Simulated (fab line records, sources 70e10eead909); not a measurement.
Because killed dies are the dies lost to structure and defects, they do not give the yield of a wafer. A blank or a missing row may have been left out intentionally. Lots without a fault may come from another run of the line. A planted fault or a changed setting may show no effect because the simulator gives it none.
Chamber matching / flow nand harc / NHARC_A_CHANNEL_FILL_D1_CMP_10 on cmp-04 has 4 sister chambers
The step polishes, target thk 150 nm. 4 wafers are shown with their chamber, then 9 later ones without.

## WAFERS, EACH WITH ITS CHAMBER
wafer=L078.5; chamber=2; motor current A (A)=13.1
wafer=L082.2; chamber=3; motor current A (A)=14.5
wafer=L084.3; chamber=1; motor current A (A)=12.5
wafer=L084.5; chamber=0; motor current A (A)=11.1

## WAFERS WITH NO CHAMBER GIVEN
wafer=L085.2; motor current A (A)=11.7
wafer=L085.4; motor current A (A)=11.7
wafer=L085.5; motor current A (A)=12.4
wafer=L091.1; motor current A (A)=12.7
wafer=L091.2; motor current A (A)=14.5
wafer=L091.5; motor current A (A)=14.4
wafer=L094.1; motor current A (A)=12.8
wafer=L094.4; motor current A (A)=10.9
wafer=L094.6; motor current A (A)=12.8

## THE CHAMBER EACH PASSED THROUGH
wafer=L085.2; from the rows above=can't be placed: 0 or 1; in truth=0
wafer=L085.4; from the rows above=can't be placed: 0 or 1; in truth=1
wafer=L085.5; from the rows above=can't be placed: 1 or 2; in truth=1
wafer=L091.1; from the rows above=can't be placed: 1 or 2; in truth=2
wafer=L091.2; from the rows above=3; in truth=3
wafer=L091.5; from the rows above=3; in truth=3
wafer=L094.1; from the rows above=can't be placed: 2 or 1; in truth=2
wafer=L094.4; from the rows above=0; in truth=0
wafer=L094.6; from the rows above=can't be placed: 2 or 1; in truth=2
Correctly placed: 3 of 9. Cannot be placed on the basis of these rows: 6; the candidates contain the true chamber in 6. Number placed wrongly: 0.
How it was worked out, from the rows above alone: a wafer's distance from a chamber is the root of the sum, over the readings, of the square of ((its reading less the chamber's mean) divided by the reading's scatter). The wafer belongs to the nearest chamber; if the next one is less than 2 further off, it can't be placed. For every chamber, the mean is computed from those of its wafers that are shown. The scatter: with one shown wafer a chamber, the root of the mean of the squares of how far each hidden wafer lies from its nearest shown one.
